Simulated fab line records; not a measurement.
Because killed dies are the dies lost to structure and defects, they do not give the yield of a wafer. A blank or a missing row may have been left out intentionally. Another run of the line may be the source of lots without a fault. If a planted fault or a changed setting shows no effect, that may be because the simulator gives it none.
Matching of chambers | flow n5_finfet | rie_diel-02 running N5_FIN_SAQP_ETCH_51: 4 sister chambers
The step etches SiARC in CF4, target depth 45.5 nm, time 75.8 s. 14 wafers are shown with their chamber, then 7 later ones without.

== WAFERS PAIRED WITH THEIR CHAMBERS ==
wafer  | chamber | showerhead_plenum_p_Torr (Torr) | oes_product_au (a.u.) | throttle_valve_pct (%)
L075.3 | 2       | 2.03                            | 0.58                  | 15.81
L075.4 | 3       | 2.15                            | 0.66                  | 15.69
L075.5 | 1       | 2.14                            | 0.64                  | 15.87
L078.2 | 0       | 2.20                            | 0.80                  | 15.53
L078.5 | 0       | 2.20                            | 0.80                  | 15.54
L078.6 | 1       | 2.13                            | 0.64                  | 15.86
L083.1 | 3       | 2.15                            | 0.67                  | 15.73
L083.2 | 2       | 2.03                            | 0.58                  | 15.84
L083.5 | 3       | 2.15                            | 0.66                  | 15.73
L084.1 | 0       | 2.20                            | 0.78                  | 15.53
L084.3 | 2       | 2.03                            | 0.58                  | 15.84
L084.5 | 3       | 2.15                            | 0.65                  | 15.73
L085.3 | 1       | 2.13                            | 0.64                  | 15.89
L085.5 | 0       | 2.20                            | 0.77                  | 15.55

SIGNATURES (means of the wafers above)
reading                  | chamber 0 | chamber 1 | chamber 2 | chamber 3 | scatter within a chamber
showerhead_plenum_p_Torr | 2.2000    | 2.1333    | 2.0300    | 2.1500    | 0.00258
oes_product_au           | 0.7875    | 0.6400    | 0.5800    | 0.6600    | 0.00935
throttle_valve_pct       | 15.5375   | 15.8733   | 15.8300   | 15.7200   | 0.0159
Rule: for a wafer and a chamber, the distance is found by dividing, reading by reading, the gap between the wafer's reading and the chamber's mean by the reading's scatter, squaring, summing and taking the root. The wafer belongs to the nearest chamber; if the next one is less than 2 further off, it can't be placed. The scatter: the root of (the sum of the squares of (reading less its chamber's mean) over the shown wafers, divided by (wafers less chambers)).

== WAFERS WITHOUT THEIR CHAMBER ==
wafer  | showerhead_plenum_p_Torr (Torr) | oes_product_au (a.u.) | throttle_valve_pct (%)
L085.6 | 2.15                            | 0.66                  | 15.77
L089.2 | 2.19                            | 0.76                  | 15.56
L089.4 | 2.13                            | 0.63                  | 15.92
L089.5 | 2.14                            | 0.65                  | 15.77
L090.1 | 2.19                            | 0.76                  | 15.55
L090.4 | 2.19                            | 0.75                  | 15.56
L090.6 | 2.14                            | 0.65                  | 15.77

== EACH ONE'S CHAMBER ==
wafer  | from the rows above     | in truth
L085.6 | 3                       | 3
L089.2 | 0                       | 0
L089.4 | 1                       | 1
L089.5 | can't be placed: 3 or 1 | 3
L090.1 | 0                       | 0
L090.4 | 0                       | 0
L090.6 | can't be placed: 3 or 1 | 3
5 of 7 placed correctly. Can't be placed from these rows: 2 (the true chamber is among the candidates in 2). 0 placed wrongly.
